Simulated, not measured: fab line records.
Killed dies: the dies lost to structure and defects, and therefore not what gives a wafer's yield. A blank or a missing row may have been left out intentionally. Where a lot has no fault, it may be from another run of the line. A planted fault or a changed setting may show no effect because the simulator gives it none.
A struck lot beside a sound one / flow n5Finfet / 23 out of 1938 route steps
Sound: these wafers, L865.2, L865.3, L865.6. Wafers struck: L887.2, L887.4, L887.6. Last of all comes the cause.
Per side, at each step with rows, come the tool, then ch with its chambers, and then its first start. Under that, the readings that differ: sound wafers / struck wafers / difference of the means / sigmas: that difference in standard deviations of wafers without a fault.
alike: readings with means less than 2 such deviations apart, plus words and numbers identical on both sides. not compared: withheld readings, readings lacking a value on some wafer, bounds such as >300 that could conceal the same value, and numbers that have no deviation in the record and whose values overlap.
The two part at a step that has a row with sigmas, a row that says differs or no value, or rows on one side only. Non-overlapping numbers with no deviation appear without sigmas and do not part them. A reading that every wafer of one side lacks parts them only if that side has two wafers or more.

first, 11 steps without rows for these wafers: N5_BEOL_M7_ETCH_62 (etches SOC in N2/H2, target depth 110 nm, overetch 22 nm, time 165 s); N5_BEOL_M7_STRIP_68 (strips in N2/H2); N5_BEOL_M7_STRIP_67 (strips in CF4); N5_BEOL_M7_HM_OPEN_17 (chemistry Cl2/BCl3, target TiN, target depth 20 nm, overetch 6 nm); N5_BEOL_M7_STRIP_19 (strips in O2); N5_BEOL_M7_COAT_63 (time 60 s, resist thk 60 nm); N5_BEOL_M7_COAT_64 (time 60 s, resist thk 12 nm); N5_BEOL_M7_COAT_71 (time 60 s, resist thk 5 nm); N5_BEOL_M7_COAT_22 (resist thk 30 nm); N5_BEOL_M7_EBR_24; N5_BEOL_M7_SOFTBAKE_23 (time 60 s).
N5_BEOL_M7_EXPOSE_25: exposes mask V6, target cd 40 nm.
  sound on euvScanner-02 ch 0, day 9 00:28; struck on euvScanner-01 ch 0, day 15 00:32
reading=exposureDoseMJCm2; sound=42.44 42.48 42.46; struck=42.12 42.10 42.12; difference=-0.35; sigmas=-7
  alike: mask
then, 2 steps without rows for these wafers: N5_BEOL_M7_PEB_26 (peb time 60 s); N5_BEOL_M7_DEVELOP_27 (develop time 30 s).
N5_BEOL_M7_DESCUM_33: chemistry O2, time 7 s.
  sound on rieDiel-01 ch 0,1,2, day 9 01:19; struck on rieDiel-02 ch 0,1,2, day 15 00:47
  alike: drypumpMotorCurrentA, o2FlowSccm, oesProductAu, rfVppV, showerheadPlenumPTorr, throttleValvePct
  not compared: rfHoursCounterH, model.BEOL_M7.cdNm
then, 5 steps without rows for these wafers: N5_BEOL_M7_ETCH_72 (etches underlayer in N2/H2, target depth 6.5 nm, time 5.2 s); N5_BEOL_M7_ETCH_65 (etches SiARC in CF4, target depth 15.6 nm, time 26 s); N5_BEOL_M7_ETCH_66 (etches SOC in N2/H2, target depth 80 nm, overetch 16 nm, time 120 s); N5_BEOL_M7_STRIP_69 (strips in N2/H2); N5_BEOL_M7_STRIP_73 (strips in N2/H2).
N5_BEOL_M7_VIA_ETCH_34: etches SiCOH lowk in C4F6/O2, target depth 125.5 nm, time 50.5 s.
  sound on rieDiel-01 ch 0,1,2, day 9 01:29; struck on rieDiel-02 ch 0,1,2, day 15 00:58
reading=model.BEOL_M7.cdNm (nm); sound=40.2 40.4 40.2; struck=39.8 39.8 40; difference=-0.4; sigmas=
  alike: drypumpMotorCurrentA, oesProductAu, rfVppV, showerheadPlenumPTorr, throttleValvePct
  not compared: rfHoursCounterH
then, 2 steps without rows for these wafers: N5_BEOL_M7_STRIP_76 (strips in C4F6/O2); N5_PASSIVATION_PROBE_49.

WHERE THEY PART
At N5_BEOL_M7_EXPOSE_25 and nowhere else, as far as this record goes. Later steps at which nothing parts them and some readings are alike: N5_BEOL_M7_DESCUM_33, N5_BEOL_M7_VIA_ETCH_34.

WHY: the cause the simulator had injected
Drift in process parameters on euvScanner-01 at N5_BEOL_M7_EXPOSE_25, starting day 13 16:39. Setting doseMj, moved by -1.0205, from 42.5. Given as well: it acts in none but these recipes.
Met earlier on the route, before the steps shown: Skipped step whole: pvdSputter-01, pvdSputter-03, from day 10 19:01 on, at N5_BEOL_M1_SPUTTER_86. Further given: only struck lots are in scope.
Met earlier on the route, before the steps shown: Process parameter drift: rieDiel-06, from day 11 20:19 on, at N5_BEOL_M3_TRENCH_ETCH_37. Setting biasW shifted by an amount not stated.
